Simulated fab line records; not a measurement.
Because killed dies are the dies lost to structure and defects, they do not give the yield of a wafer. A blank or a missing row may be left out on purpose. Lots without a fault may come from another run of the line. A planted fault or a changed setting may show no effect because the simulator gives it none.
A lot that was struck, set against a sound lot ; flow nandHarc ; 14 out of 1159 route steps
Sound: the wafers L966.2, L966.3, L966.5. The struck wafers were L969.3, L969.5, L969.6. Last of all comes the cause.
At each step with rows: each side's tool, then ch and its chambers, then its first start. Under that, the readings that differ: sound wafers ; struck wafers ; difference of the means ; sigmas: that difference in standard deviations of wafers without a fault.
alike: readings whose means differ by less than 2 such deviations, and words and numbers that are the same on both sides. not compared: withheld readings, readings that some wafer has no value for, bounds like >300 that may hide the same value, and numbers for which the record gives no deviation and whose values overlap.
The two part at a step that has a row with sigmas, a row that says differs or no value, or rows on one side only. Numbers that don't overlap but have no deviation are shown without sigmas and don't part them. A reading that every wafer of one side lacks parts them only if that side has two wafers or more.

first, 9 steps without rows for these wafers: NHARC_A_STAIRCASE_DEHYDRATE_158 (time 120 s); NHARC_A_STAIRCASE_HMDS_159 (time 30 s); NHARC_A_STAIRCASE_COAT_160; NHARC_A_STAIRCASE_SOFTBAKE_161 (time 170 s); NHARC_A_STAIRCASE_EBR_162; NHARC_A_STAIRCASE_EXPOSE_163 (exposes mask STAIR OPEN); NHARC_A_STAIRCASE_PEB_164 (peb time 130 s); NHARC_A_STAIRCASE_DEVELOP_165 (time 140 s); NHARC_A_STAIRCASE_HARDBAKE_167 (time 140 s).
NHARC_A_STAIRCASE_DESCUM_168: chemistry O2, time 3 s.
  sound on rieDiel-03 ch 0,1, day 11 13:42; struck on rieDiel-03 ch 0,3, day 12 18:34
  alike: drypumpMotorCurrentA, oesProductAu, rfVppV, showerheadPlenumPTorr, throttleValvePct
  not compared: rfHoursCounterH
NHARC_A_STAIRCASE_ETCH_169: etches the open film in CH3F/O2, target depth 50 nm, time 107.1 s.
  sound on rieDiel-03 ch 1,2,3, day 11 13:48; struck on rieDiel-03 ch 0,2,3, day 12 18:50
  alike: biasW, ch3fFlowSccm, drypumpMotorCurrentA, oesProductAu, rfVppV, showerheadPlenumPTorr, throttleValvePct
  not compared: rfHoursCounterH
NHARC_A_STAIRCASE_ETCH_170: etches the open film in C4F6/O2, target depth 200 nm, time 66.667 s.
  sound on rieDiel-03 ch 0,2,3, day 11 13:54; struck on rieDiel-03 ch 0,1, day 12 19:04
  no value came back on the struck wafers for any of 7 readings (biasW (W), c4f6FlowSccm (sccm) and others); on the sound wafers biasW (W) reads 500.9 499.6 498.3
  not compared: rfHoursCounterH
NHARC_A_STAIRCASE_STRIP_171: strips in O2.
  sound on plasmaAsher-01 ch 1, day 11 14:04; struck on plasmaAsher-02 ch 0,1, day 12 19:22
  alike: drypumpMotorCurrentA, heaterPowerW
  not compared: rfHoursCounterH
-- record jumps: 9 days between struck wafers' starts before vs after; left off in module A_STAIRCASE, resumes in module END, first step shown is number 1159 of the route --
NHARC_END_SORT_01:
  here the record holds rows for the struck wafers (prober-01 ch 0, day 21 14:32) but none for the sound ones

== WHERE THEY PART ==
Earliest at NHARC_A_STAIRCASE_ETCH_170; latest, in this record, at NHARC_END_SORT_01.

WHY: what had been put in by the simulator
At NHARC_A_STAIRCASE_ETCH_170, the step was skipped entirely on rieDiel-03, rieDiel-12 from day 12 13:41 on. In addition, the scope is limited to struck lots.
